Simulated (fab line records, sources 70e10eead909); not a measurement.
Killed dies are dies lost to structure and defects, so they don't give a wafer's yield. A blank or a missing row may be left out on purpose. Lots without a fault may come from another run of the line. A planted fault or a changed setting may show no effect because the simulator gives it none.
One fault seen from 2 desks | flow nand_harc | each desk has only its own numbers; what lay behind them comes last

THE METROLOGY DESK
What the gauges read, lot by lot, whatever tool the lot ran on: means of the sampled wafers that have a number. A lot is out of limits, marked OUT, if its mean lies more than 4 standard deviations from the usual mean; the brackets give that distance.
Columns: A = cd_nm at NHARC_A_BONDPAD_CD_MEAS_13, usual 499.7 nm
lot  | first seen here | A
L954 | day 18 09:40    | 499.3
L953 | day 18 09:57    | 500.6
L952 | day 18 13:04    | 499.0
L957 | day 19 00:08    | 499.6
L959 | day 19 20:34    | 502.6
L966 | day 21 00:52    | 501.9
L967 | day 22 15:33    | 500.0
L971 | day 22 19:05    | 499.0
L972 | day 22 19:37    | 494.9
L970 | day 22 20:59    | 501.7
L973 | day 23 00:15    | 499.6
L974 | day 23 16:48    | 498.9
L975 | day 23 22:43    | 501.3
This desk's finding: nothing out of limits on any of the 13 lots.

THE TOOL OWNER'S DESK: pecvd-04
The tool's own readings at NHARC_P_M2_DEP_00 (deposits SiOC, target thk 182.5 nm): means of the sampled wafers that have a number, for each lot that ran on this tool. A lot is out of limits, marked OUT, if its mean lies more than 4 standard deviations from the usual mean; the brackets give that distance.
Columns: A = rf_fwd_power_W at NHARC_P_M2_DEP_00, usual 598.5 W
lot  | first seen here | A
L952 | day 6 05:47     | 599.5
L954 | day 6 10:35     | 598.5
L953 | day 6 11:32     | 599.1
L957 | day 7 13:33     | 597.5
L973 | day 11 02:04    | 596.3
L972 | day 11 02:59    | 596.6
L974 | day 11 16:33    | 599.2
L975 | day 12 05:52    | 596.7
This desk's finding: nothing out of limits on any of the 8 lots.

PUT TOGETHER
The metrology desk saw nothing out of limits.
The tool owner's desk saw nothing out of limits.

WHAT THE SIMULATOR HAD PUT IN
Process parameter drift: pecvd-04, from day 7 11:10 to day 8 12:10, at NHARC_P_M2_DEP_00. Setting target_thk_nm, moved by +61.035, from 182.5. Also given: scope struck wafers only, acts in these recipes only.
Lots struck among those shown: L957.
